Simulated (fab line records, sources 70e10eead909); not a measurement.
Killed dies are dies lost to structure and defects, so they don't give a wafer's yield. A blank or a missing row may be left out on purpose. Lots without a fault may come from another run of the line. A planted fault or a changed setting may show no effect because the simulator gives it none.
Chamber matching | flow nand_harc | NHARC_A_CHANNEL_FILL_D2_ALD_14 on ald_hk-02: 4 sister chambers
The step deposits SiO2, target thk 2.5 nm, pulse time 10 s, ald cycles 25. 16 wafers are shown with their chamber, then 8 later ones without.

WAFERS WITH THEIR CHAMBER
wafer  | chamber | heater_power_w (W) | precursor_pulse_height_rel
L075.2 | 3       | 430                | 1.005
L075.3 | 0       | 511                | 0.969
L075.6 | 2       | 573                | 0.997
L078.1 | 3       | 436                | 0.951
L078.4 | 1       | 496                | 1.003
L078.5 | 2       | 568                | 0.993
L083.3 | 3       | 457                | 1.011
L083.4 | 1       | 509                | 0.999
L083.5 | 1       | 497                | 1.012
L085.1 | 3       | 451                | 1.013
L085.4 | 0       | 513                | 0.979
L085.6 | 2       | 540                | 1.000
L087.2 | 3       | 452                | 0.949
L087.4 | 1       | 498                | 0.966
L087.5 | 2       | 541                | 0.994
L093.2 | 3       | 444                | 1.040

SIGNATURES (means of the wafers above)
reading                    | chamber 0 | chamber 1 | chamber 2 | chamber 3 | scatter within a chamber
heater_power_w             | 512.00    | 500.00    | 555.50    | 445.00    | 11.4
precursor_pulse_height_rel | 0.97400   | 0.99500   | 0.99600   | 0.99483   | 0.0259
Rule: a wafer's distance from a chamber is the root of the sum, over the readings, of the square of ((its reading less the chamber's mean) divided by the reading's scatter). The wafer belongs to the nearest chamber; if the next one is less than 2 further off, it can't be placed. The scatter: the root of (the sum of the squares of (reading less its chamber's mean) over the shown wafers, divided by (wafers less chambers)).

WAFERS WITHOUT THEIR CHAMBER
wafer  | heater_power_w (W) | precursor_pulse_height_rel
L093.3 | 534                | 1.004
L093.4 | 493                | 1.032
L094.3 | 509                | 0.988
L094.5 | 458                | 0.965
L094.6 | 496                | 1.017
L095.1 | 512                | 0.983
L095.3 | 498                | 0.995
L095.4 | 543                | 1.001

WHICH CHAMBER EACH WENT THROUGH
wafer  | from the rows above          | in truth
L093.3 | can't be placed: 2 or 0 or 1 | 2
L093.4 | can't be placed: 1 or 0      | 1
L094.3 | can't be placed: 0 or 1      | 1
L094.5 | 3                            | 3
L094.6 | can't be placed: 1 or 0      | 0
L095.1 | can't be placed: 0 or 1      | 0
L095.3 | can't be placed: 1 or 0      | 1
L095.4 | can't be placed: 2 or 0      | 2
Placed correctly: 1 of 8. Can't be placed from these rows: 7 (the true chamber is among the candidates in 7). Placed wrongly: 0.
